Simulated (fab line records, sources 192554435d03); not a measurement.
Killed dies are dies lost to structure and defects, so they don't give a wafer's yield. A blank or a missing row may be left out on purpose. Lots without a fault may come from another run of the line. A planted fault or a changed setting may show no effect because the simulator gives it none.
Chamber matching | flow n5_finfet | N5_SD_EPI_P_ETCH_16 on rie_diel-06: 4 sister chambers
The step etches SiO2 in CHF3/O2, target depth 5 nm. 4 wafers are shown with their chamber, then 8 later ones without.

WAFERS WITH THEIR CHAMBER
wafer  | chamber | showerhead_plenum_p_Torr (Torr)
L572.3 | 3       | 2.49
L572.4 | 2       | 2.54
L573.1 | 0       | 2.30
L573.3 | 1       | 2.36

WAFERS WITHOUT THEIR CHAMBER
wafer  | showerhead_plenum_p_Torr (Torr)
L573.5 | 2.54
L575.3 | 2.36
L575.4 | 2.29
L576.1 | 2.35
L576.5 | 2.49
L576.6 | 2.53
L578.1 | 2.29
L578.5 | 2.53

WHICH CHAMBER EACH WENT THROUGH
wafer  | from the rows above | in truth
L573.5 | 2                   | 2
L575.3 | 1                   | 1
L575.4 | 0                   | 0
L576.1 | 1                   | 1
L576.5 | 3                   | 3
L576.6 | 2                   | 2
L578.1 | 0                   | 0
L578.5 | 2                   | 2
Placed correctly: 8 of 8. Can't be placed from these rows: 0. Placed wrongly: 0.
How it was worked out, from the rows above alone: a wafer's distance from a chamber is the root of the sum, over the readings, of the square of ((its reading less the chamber's mean) divided by the reading's scatter). The wafer belongs to the nearest chamber; if the next one is less than 2 further off, it can't be placed. A chamber's mean is the mean of its shown wafers. The scatter: with one shown wafer a chamber, the root of the mean of the squares of how far each hidden wafer lies from its nearest shown one.
